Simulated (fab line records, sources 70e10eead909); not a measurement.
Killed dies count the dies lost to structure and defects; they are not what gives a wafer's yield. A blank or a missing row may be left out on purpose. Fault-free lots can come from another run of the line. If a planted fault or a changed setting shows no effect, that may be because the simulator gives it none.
A struck lot beside a sound one    flow nand_harc    16 out of 1302 route steps
Sound: the wafers L971.1, L971.2, L971.4. Struck: wafer L988.5. (L988.3 of the same lot was not struck and is left out.) The cause comes at the end.
Each step with rows lists, per side, the tool, then ch with its chambers, then its first start. Under that, the readings that differ: sound wafers    struck wafers    difference of the means    sigmas: that difference in standard deviations of wafers without a fault.
alike: a reading whose means differ by less than 2 such deviations, as well as words and numbers matching on both sides. not compared: withheld readings; readings where some wafer has no value; bounds like >300 that might hide an equal value; numbers whose values overlap and for which the record gives no deviation.
A row with sigmas, a row that says differs or no value, or rows on one side alone: a step with any of these is where the two part. Numbers that don't overlap but have no deviation are shown without sigmas and don't part them. A reading missing from all wafers of one side parts the sides only when that side holds two or more wafers.

NHARC_A_ONON_D2_THK_MEAS_05: measures by ellipsometry.
  sound on film_metro-02 at day 15 05:16; struck on film_metro-02 at day 21 08:56
  alike: thk_nm
after that, 1 step with no rows for these wafers: NHARC_A_ONON_D2_DEP_06 (target thk 1000 nm).
NHARC_A_ONON_D2_THK_MEAS_08: measures by ellipsometry.
  sound on film_metro-01 at day 15 05:50; struck on film_metro-01 at day 21 09:30
  alike: thk_nm
after that, 1 step with no rows for these wafers: NHARC_A_ONON_D2_DEP_09 (target thk 1000 nm).
NHARC_A_ONON_D2_THK_MEAS_11: measures by ellipsometry.
  sound on film_metro-01 at day 15 06:25; struck on film_metro-01 at day 21 10:04
  alike: thk_nm
after that, 1 step with no rows for these wafers: NHARC_A_ONON_D2_DEP_12 (target thk 1000 nm).
NHARC_A_ONON_D2_THK_MEAS_14: measures by ellipsometry.
  sound on film_metro-02 at day 15 06:58; struck on film_metro-01 at day 21 10:38
  alike: thk_nm
then, 2 steps without rows for these wafers: NHARC_A_ONON_D2_ANNEAL_15 (time 3600 s); NHARC_A_ONON_D2_DEP_16 (target thk 1000 nm).
NHARC_A_ONON_D2_THK_MEAS_18: measures by ellipsometry.
  sound on film_metro-01 at day 15 14:56; struck on film_metro-02 at day 21 18:23
  alike: thk_nm
after that, 1 step with no rows for these wafers: NHARC_A_ONON_D2_DEP_19 (target thk 1000 nm).
NHARC_A_ONON_D2_THK_MEAS_21: measures by ellipsometry.
  sound on film_metro-02 at day 15 15:30; struck on film_metro-02 at day 21 18:58
  alike: thk_nm
NHARC_A_ONON_D2_DEP_22: target thk 1000 nm.
  sound on pecvd_onon-03 ch 0, day 15 15:34; struck on pecvd_onon-03 ch 0, day 21 19:08
NHARC_A_ONON_D2_THK_MEAS_24: measures by ellipsometry.
  sound on film_metro-01 at day 15 16:04; struck on film_metro-02 at day 21 19:31
reading      sound        struck  difference  sigmas
thk_nm (nm)  997 995 996  663     -333        -59
after that, 1 step with no rows for these wafers: NHARC_A_ONON_D2_DEP_25 (target thk 1000 nm).
-- the record jumps here: 12 days lie between the struck wafers' starts before and after (it left off in module A_ONON_D2 and takes up again in module END, whose first step shown is number 1302 of the route) --
NHARC_END_SORT_01:
  at this point the record logs the struck wafers (prober-01 ch 0, day 33 20:03) and has no rows for the sound ones

## WHERE THEY PART
Earliest at NHARC_A_ONON_D2_THK_MEAS_24; latest, in this record, at NHARC_END_SORT_01.

WHY: what had been put in by the simulator
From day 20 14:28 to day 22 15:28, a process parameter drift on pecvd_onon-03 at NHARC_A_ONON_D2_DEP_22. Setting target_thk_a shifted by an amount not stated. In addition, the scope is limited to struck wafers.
